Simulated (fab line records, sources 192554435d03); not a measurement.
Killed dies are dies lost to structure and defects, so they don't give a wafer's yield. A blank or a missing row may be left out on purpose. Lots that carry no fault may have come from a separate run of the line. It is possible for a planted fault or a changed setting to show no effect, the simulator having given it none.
Chamber matching    flow n5Finfet    rieDiel-05 running N5_BEOL_M2_STRIP_19: 4 sister chambers
The step strips in O2. 22 wafers are shown with their chamber, then 11 later ones without.

WAFERS PAIRED WITH THEIR CHAMBERS
wafer   chamber  showerheadPlenumPTorr (Torr)  drypumpMotorCurrentA (A)  oesProductAu (a.u.)
L077.2  2        2.18                          5.6                       0.75
L077.3  3        2.05                          5.2                       0.95
L077.5  2        2.18                          5.6                       0.75
L079.2  0        2.08                          5.7                       0.71
L079.4  2        2.18                          5.6                       0.75
L079.6  3        2.05                          5.2                       0.94
L078.1  3        2.05                          5.2                       0.94
L078.2  2        2.18                          5.6                       0.75
L078.5  3        2.05                          5.2                       0.94
L081.3  1        2.08                          5.2                       0.73
L081.5  1        2.08                          5.2                       0.73
L081.6  3        2.05                          5.2                       0.93
L082.1  1        2.08                          5.2                       0.72
L082.2  3        2.05                          5.2                       0.93
L082.5  0        2.08                          5.7                       0.72
L087.1  1        2.08                          5.2                       0.71
L087.5  1        2.08                          5.1                       0.71
L087.6  2        2.17                          5.6                       0.75
L090.1  1        2.08                          5.2                       0.71
L090.3  3        2.05                          5.2                       0.88
L090.4  2        2.17                          5.6                       0.74
L091.1  2        2.17                          5.6                       0.75

SIGNATURES (means of the wafers above)
reading                chamber 0  chamber 1  chamber 2  chamber 3  scatter within a chamber
showerheadPlenumPTorr  2.0800     2.0800     2.1757     2.0500     0.00309
drypumpMotorCurrentA   5.700      5.183      5.600      5.200      0.0215
oesProductAu           0.7150     0.7183     0.7486     0.9300     0.0146
Rule: for each reading, subtract the chamber's mean from the wafer's reading, divide by that reading's scatter and square the result; add these up over the readings and take the root, which gives the wafer's distance from the chamber. If the next closest chamber is less than 2 further off than the closest, the wafer can't be placed; otherwise it belongs to the closest. The scatter: the root of (the sum of the squares of (reading less its chamber's mean) over the shown wafers, divided by (wafers less chambers)).

WAFERS WHOSE CHAMBER IS MISSING
wafer   showerheadPlenumPTorr (Torr)  drypumpMotorCurrentA (A)  oesProductAu (a.u.)
L091.2  2.07                          5.7                       0.70
L091.6  2.08                          5.2                       0.72
L093.2  2.04                          5.2                       0.87
L093.5  2.07                          5.2                       0.70
L093.6  2.17                          5.6                       0.74
L094.3  2.07                          5.2                       0.70
L094.4  2.07                          5.7                       0.69
L094.5  2.07                          5.2                       0.70
L096.1  2.04                          5.2                       0.87
L096.2  2.07                          5.6                       0.69
L096.5  2.07                          5.2                       0.70

EACH ONE'S CHAMBER
wafer   from the rows above  in truth
L091.2  0                    0
L091.6  1                    1
L093.2  3                    3
L093.5  1                    1
L093.6  2                    2
L094.3  1                    1
L094.4  0                    0
L094.5  1                    1
L096.1  3                    3
L096.2  0                    0
L096.5  1                    1
Correct placement for 11 of the 11. Left unplaced by these rows: 0. 0 placed wrongly.
